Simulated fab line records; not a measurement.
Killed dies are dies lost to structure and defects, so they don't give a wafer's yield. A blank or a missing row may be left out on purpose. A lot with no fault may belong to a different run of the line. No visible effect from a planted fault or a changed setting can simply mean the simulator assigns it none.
Chamber matching	flow n5Finfet	N5_BEOL_M0_SAQP_PECVD_04 on pecvd-02: 3 sister chambers
The step deposits a-Si from SiH4/He, target thk 60 nm, time 60.2 s. 16 wafers are shown with their chamber, then 8 later ones without.

WAFERS, EACH WITH ITS CHAMBER
wafer	chamber	showerheadPlenumPTorr (Torr)	throttleValvePct (%)	heaterPowerW (W)
L075.3	2	5.61	18.2	614
L075.4	2	5.63	18.1	599
L075.5	1	5.70	19.1	605
L077.3	2	5.63	18.2	619
L077.4	1	5.70	19.3	652
L077.5	0	5.63	18.5	616
L080.2	0	5.65	18.2	587
L080.3	2	5.62	18.0	659
L080.4	0	5.64	18.8	589
L088.1	0	5.64	18.4	606
L088.2	2	5.64	18.1	574
L088.5	1	5.68	19.1	669
L089.2	2	5.63	18.2	624
L089.5	2	5.63	18.4	633
L089.6	0	5.63	18.4	575
L091.1	1	5.69	19.3	663

SIGNATURES, as means of the wafers listed above
reading	chamber 0	chamber 1	chamber 2	scatter within a chamber
showerheadPlenumPTorr	5.6380	5.6925	5.6271	0.00919
throttleValvePct	18.460	19.200	18.171	0.158
heaterPowerW	594.60	647.25	617.43	24.6
Rule: for a wafer and a chamber, the distance is found by dividing, reading by reading, the gap between the wafer's reading and the chamber's mean by the reading's scatter, squaring, summing and taking the root. If the next closest chamber is less than 2 further off than the closest, the wafer can't be placed; otherwise it belongs to the closest. The scatter: take each reading less its chamber's mean, square it, sum over the shown wafers, divide by the number of wafers less the number of chambers, and take the root.

WAFERS WITHOUT THEIR CHAMBER
wafer	showerheadPlenumPTorr (Torr)	throttleValvePct (%)	heaterPowerW (W)
L091.3	5.64	18.6	575
L091.6	5.64	18.5	584
L092.1	5.66	18.4	619
L092.2	5.69	19.3	715
L092.5	5.68	18.9	596
L097.2	5.63	18.2	655
L097.4	5.70	19.3	688
L097.5	5.63	18.6	567

WHICH CHAMBER EACH WENT THROUGH
wafer	from the rows above	in truth
L091.3	0	0
L091.6	0	0
L092.1	can't be placed: 0 or 2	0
L092.2	1	1
L092.5	1	1
L097.2	can't be placed: 2 or 0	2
L097.4	1	1
L097.5	can't be placed: 0 or 2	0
Correct placement for 5 of the 8. Unplaceable from these rows: 3, with the true chamber sitting among the candidates in 3. Wrongly placed: 0.
